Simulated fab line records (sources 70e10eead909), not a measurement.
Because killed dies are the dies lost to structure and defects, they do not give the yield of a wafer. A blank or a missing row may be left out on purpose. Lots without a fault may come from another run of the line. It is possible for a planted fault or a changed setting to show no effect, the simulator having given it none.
Struck lot and sound lot, side by side    flow nandHarc    15 steps out of a route of 1302
Sound: the wafers L854.4, L854.5, L854.6. Struck: wafer L843.4 (L843.1, L843.3, from the same lot, were not struck and are left out); the cause is given at the end.
For every step that has rows: the tool of each side, followed by ch and its chambers, followed by its first start. Under that, the readings that differ: sound wafers    struck wafers    difference of the means    sigmas: that difference in standard deviations of wafers without a fault.
alike: same words and numbers on both sides, and readings whose means sit less than 2 such deviations apart. not compared: any withheld reading, any reading some wafer has no value for, any bound like >300 that may hide the same value, and any number with overlapping values for which the record gives no deviation.
The two part at a step that has a row with sigmas, a row that says differs or no value, or rows on one side only. Numbers that don't overlap but have no deviation are shown without sigmas and don't part them. A reading that every wafer of one side lacks parts them only if that side has two wafers or more.

NHARC_A_CONTACT_ETCH_138: etches the open film in C4F8/O2/Ar, time 311 s, target depth 1914 nm.
  sound on harCapEtch-01 ch 0,1, day 28 00:52; struck on harCapEtch-02 ch 0, day 23 20:23
  not compared: rfHoursCounterH
NHARC_A_CONTACT_ETCH_139: etches the open film in C4F8/O2/Ar, time 195 s, target depth 840 nm.
  sound on harCapEtch-01 ch 0,1, day 28 01:08; struck on harCapEtch-02 ch 0, day 23 20:39
  not compared: rfHoursCounterH
NHARC_A_CONTACT_ETCH_92: etches the open film in CH3F/O2, target depth 40 nm, time 85.7 s.
  sound on rieDiel-05 ch 0,2,3, day 28 01:38; struck on rieDiel-02 ch 2, day 23 21:13
reading                   sound              struck  difference  sigmas
drypumpMotorCurrentA (A)  5.82 5.86 6.11     5.09    -0.84       -3
rfVppV (V)                242.7 244.7 247.3  240.6   -4.3        -2
  alike: oesProductAu, showerheadPlenumPTorr, throttleValvePct
  not compared: rfHoursCounterH
NHARC_A_CONTACT_ETCH_98: etches the open film in C4F6/O2, target depth 20 nm, time 10 s.
  sound: rieDiel-05 ch 0,3; struck: rieDiel-02 ch 0
  alike: drypumpMotorCurrentA, oesProductAu, rfVppV, showerheadPlenumPTorr, throttleValvePct
  not compared: rfHoursCounterH
NHARC_A_CONTACT_CD_MEAS_15:
  sound on cdSem-03 at day 28 01:50; struck on cdSem-02 at day 23 21:58
reading    sound              struck  difference  sigmas
cdNm (nm)  190.5 191.1 190.5  189.1   -1.6        -3
then, 6 steps without rows for these wafers: NHARC_A_CONTACT_STRIP_107 (strips in N2/H2); NHARC_A_CONTACT_STRIP_108 (strips in CF4/CHF3); NHARC_A_CONTACT_STRIP_109 (strips in O2/COS); NHARC_A_CONTACT_ETCH_110 (etches the open film in CF4/O2, target depth 60 nm, overetch 6 nm, time 33 s); NHARC_A_CONTACT_STRIP_26 (strips in O2); NHARC_A_CONTACT_STRIP_27 (strips in post etch residue remover, time 600 s).
NHARC_A_CONTACT_ALD_18: deposits TiN, target thk 3 nm, pulse time 1 s, ald cycles 150.
  sound on aldMetal-02 ch 0,3, day 28 02:58; struck on aldMetal-03 ch 3, day 23 22:54
  alike: heaterPowerW, precursorPulseHeightRel
  not compared: sinceWetCleanH
NHARC_A_CONTACT_CVD_19: deposits W, target thk 300 nm, time 802 s.
  sound on cvdW-02 ch 0,1, day 28 03:32; struck on cvdW-02 ch 0, day 23 23:06
  alike: heaterPowerW, throttleValvePct
  not compared: sinceWetCleanH
NHARC_A_CONTACT_CMP_20: polishes, t overpolish 30 s, target thk 300 nm.
  sound on cmp-01 ch 0,2,3, day 28 04:07; struck on cmp-02 ch 2, day 24 00:00
reading              sound     struck  difference  sigmas
timeToEndpointS (s)  59 55 60  41      -17         -5
  alike: motorCurrentA, overpolishRunS
-- jump in the record: it breaks off in module A_CONTACT and resumes in module END (first step shown: number 1302 of the route), and 3 days separate the struck wafers' starts before and after --
NHARC_END_SORT_01:
  sound on prober-01 ch 0, day 30 06:38; struck on prober-01 ch 0, day 27 10:19
  alike: killedAtArray, killedAtOther, killedAtPeriphery, killedDies, killedOpen, killedShort

## WHERE THEY PART
Last at NHARC_A_CONTACT_CMP_20 as far as this record goes, first at NHARC_A_CONTACT_ETCH_92. Later steps at which nothing parts them and some readings are alike: NHARC_END_SORT_01.

WHY: what had been put in by the simulator
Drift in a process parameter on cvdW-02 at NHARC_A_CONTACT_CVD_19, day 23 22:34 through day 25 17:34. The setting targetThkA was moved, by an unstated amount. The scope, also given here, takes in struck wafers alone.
